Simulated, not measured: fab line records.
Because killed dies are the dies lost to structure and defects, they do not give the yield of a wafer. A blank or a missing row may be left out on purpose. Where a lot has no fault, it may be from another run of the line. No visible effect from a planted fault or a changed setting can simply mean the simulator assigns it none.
Problem report, 8D (eight disciplines) form, completed by code + flow n5_finfet + the parts of the form that need people (team, actions taken, sign-off) are left out

1. THE ISSUE
time_to_endpoint_s at N5_SDB_CMP_30 reads a mean of 5.4 s on 9 wafers of 3 lots; wafers without a fault read 17.2 s with a standard deviation of 2.2. Relative to the usual mean, that is a shift of -5.4 standard deviations.
The step: polishes, stops on poly-Si, t overpolish 1.54 s, target thk 30 nm.
First observed at day 6 16:32: wafer L991.1, on cmp-03. The record holds 30 wafers of 10 lots with a number at this step. Rule for "out", or "out of limits": more than 4 standard deviations from the usual mean. Any other wafer with a number is counted as sound.

2. WHAT IT IS, AND WHAT IT ISN'T
| question                    | is                     | is not                                                                          |
|-----------------------------|------------------------|---------------------------------------------------------------------------------|
| which readings at this step | time_to_endpoint_s     | motor_current_A                                                                 |
| which lots                  | L991, L992, L993       | L100, L102, L103, L986, L987, L989, L990                                        |
| which wafers of those lots  | all that have a number | -                                                                               |
| read on which tools         | cmp-02, cmp-03         | cmp-01                                                                          |
| when                        | from day 6 16:32       | up to then (12 sound wafers); but 9 sound wafers of L100, L102, L103 came after |

3. SUSPECTS, AND WHAT RULES EACH OUT
Counting: any tool at a process step up to the reading is kept as a suspect provided that every lot that is out went through it and no sound lot did after the first of them.
- ald_sin-02 at N5_SDB_ALD_29 (deposits SiNx, target thk 30 nm, pulse time 1 s, ald cycles 600): ruled out as a lasting fault. Sound lots L103 ran on it after its first lot that is out, L991 (day 6 13:49).
Left after counting: nothing in the record.

4. THE CAUSE (what the simulator had put in)
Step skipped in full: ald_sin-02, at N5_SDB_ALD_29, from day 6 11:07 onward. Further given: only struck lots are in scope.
It was ruled out by counting, in error; the rule expects a fault to strike all lots run on its tool from its start on, and this fault did not.

5. SEQUENCE OF EFFECTS, ordered by route
One row per reading whose mean, taken over the struck wafers that have a number, lies over 3 standard deviations from the usual. Only readings for which the record gives a usual standard deviation are gone through. hours: the time from each lot's start at the first step in this table that gives one to its start at this step, as a median over the lots. sigmas: the change in usual standard deviations.
| hours | step                    | reading              | usual  | on struck wafers | change | sigmas |
|-------|-------------------------|----------------------|--------|------------------|--------|--------|
| 0     | N5_SDB_CMP_30           | time_to_endpoint_s   | 17.2 s | 5.4              | -11.8  | -5.4   |
| 200   | N5_PASSIVATION_PROBE_49 | defect_limited_yield | 91.1 % | 0.0              | -91.1  | -65    |
| 200   | N5_PASSIVATION_PROBE_49 | killed_at_front_end  | 41     | 1123             | +1082  | +90    |
| 200   | N5_PASSIVATION_PROBE_49 | killed_dies          | 105    | 1180             | +1075  | +67    |
| 200   | N5_PASSIVATION_PROBE_49 | killed_on_rim        | 14     | 152              | +138   | +36    |
| 200   | N5_PASSIVATION_PROBE_49 | sort_bin_5_function  | 5.2 %  | 96.6             | +91.4  | +95    |
| 200   | N5_PASSIVATION_PROBE_49 | sort_n_pass          | 1075   | 0                | -1075  | -67    |
| 200   | N5_PASSIVATION_PROBE_49 | sort_yield_pct       | 91.1 % | 0.0              | -91.1  | -65    |
Here are the process steps it includes:
- N5_SDB_CMP_30: polishes, stops on poly-Si, t overpolish 1.54 s, target thk 30 nm.
- N5_PASSIVATION_PROBE_49
Readings that are blank on the struck wafers while sound wafers have them: chamber_pressure_Torr at N5_SDB_ALD_29; heater_power_outer_w at N5_SDB_ALD_29; heater_power_w at N5_SDB_ALD_29; precursor_pulse_height_rel at N5_SDB_ALD_29.

6. WHAT WOULD HAVE CAUGHT IT SOONER
In this record no reading fell out of limits until day 6 16:32, 5 hours after the fault had begun at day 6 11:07.
At N5_SDB_ALD_29 the tool's readings are blank on the struck wafers, where sound wafers have them: an empty tool record is the first sign, and it was there at once.
